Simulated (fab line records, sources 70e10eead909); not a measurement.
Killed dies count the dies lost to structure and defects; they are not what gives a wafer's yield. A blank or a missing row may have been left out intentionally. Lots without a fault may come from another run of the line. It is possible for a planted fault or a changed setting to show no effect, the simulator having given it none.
A struck lot beside a sound one + flow nand_harc + 18 out of 1159 route steps
Sound: these wafers, L730.1, L730.2, L730.3. Struck: wafers L718.1, L718.3, L718.5. The cause comes at the end.
At each step with rows: each side's tool, then ch and its chambers, then its first start. Under that, the readings that differ: sound wafers + struck wafers + difference of the means + sigmas: that difference in standard deviations of wafers without a fault.
alike: same words and numbers on both sides, and readings whose means sit less than 2 such deviations apart. not compared: any withheld reading, any reading some wafer has no value for, any bound like >300 that may hide the same value, and any number with overlapping values for which the record gives no deviation.
The two part at a step that has a row with sigmas, a row that says differs or no value, or rows on one side only. When numbers do not overlap yet have no deviation, they are printed without sigmas and do not part them. A reading missing from all wafers of one side parts the sides only when that side holds two or more wafers.

first, 2 steps without rows for these wafers: NHARC_P_STI_SRD_39; NHARC_P_STI_OXIDE_40 (material SiO2, target thk 10 nm, ox time 1362 s).
NHARC_P_STI_INSPECT_25:
  sound on defect_inspect-02, day 6 23:05; struck on defect_inspect-02, day 4 20:08
  alike: raw_defect_count
then, 9 steps without rows for these wafers: NHARC_P_GATE_ETCH_69 (etches SiO2 in dHF, target depth 14 nm); NHARC_P_GATE_PRECLEAN_70 (cleans in SC1); NHARC_P_GATE_SRD_01; NHARC_P_GATE_OXIDE_02 (material SiO2, target thk 37.5 nm, ox time 365 s); NHARC_P_GATE_DEHYDRATE_03 (time 120 s); NHARC_P_GATE_HMDS_04 (time 30 s); NHARC_P_GATE_COAT_05; NHARC_P_GATE_SOFTBAKE_06 (time 95 s); NHARC_P_GATE_EBR_07.
NHARC_P_GATE_EXPOSE_08: exposes mask P HV.
  sound on krf_scanner-01 ch 0, day 7 07:07; struck on krf_scanner-04 ch 0, day 5 04:14
| reading | sound                | struck                  | difference | sigmas |
|---------|----------------------|-------------------------|------------|--------|
| mask    | P_HV#0 P_HV#0 P_HV#0 | P_PSD#0 P_PSD#0 P_PSD#0 | differs    |        |
then, 2 steps without rows for these wafers: NHARC_P_GATE_PEB_09 (peb time 85 s); NHARC_P_GATE_DEVELOP_10 (time 70 s).
NHARC_P_GATE_CD_MEAS_11: target cd 1640 nm.
  sound on cd_sem-03 ch 0, day 7 07:16; struck on cd_sem-03 ch 0, day 5 04:23
| reading    | sound                | struck | difference                    | sigmas |
|------------|----------------------|--------|-------------------------------|--------|
| cd_nm (nm) | 1643.2 1640.8 1642.5 | - - -  | no value on the struck wafers |        |
then, 1 step without rows for these wafers: NHARC_P_GATE_HARDBAKE_12 (time 80 s).
-- record jumps: 16 days between struck wafers' starts before vs after; left off in module P_GATE, resumes in module END, first step shown is number 1159 of the route --
NHARC_END_SORT_01:
  at this point the record logs the struck wafers (prober-01 ch 0, day 20 23:23) and has no rows for the sound ones

## WHERE THEY PART
First at NHARC_P_GATE_EXPOSE_08; last, within this record, at NHARC_END_SORT_01.

WHY: whatever the simulator had introduced
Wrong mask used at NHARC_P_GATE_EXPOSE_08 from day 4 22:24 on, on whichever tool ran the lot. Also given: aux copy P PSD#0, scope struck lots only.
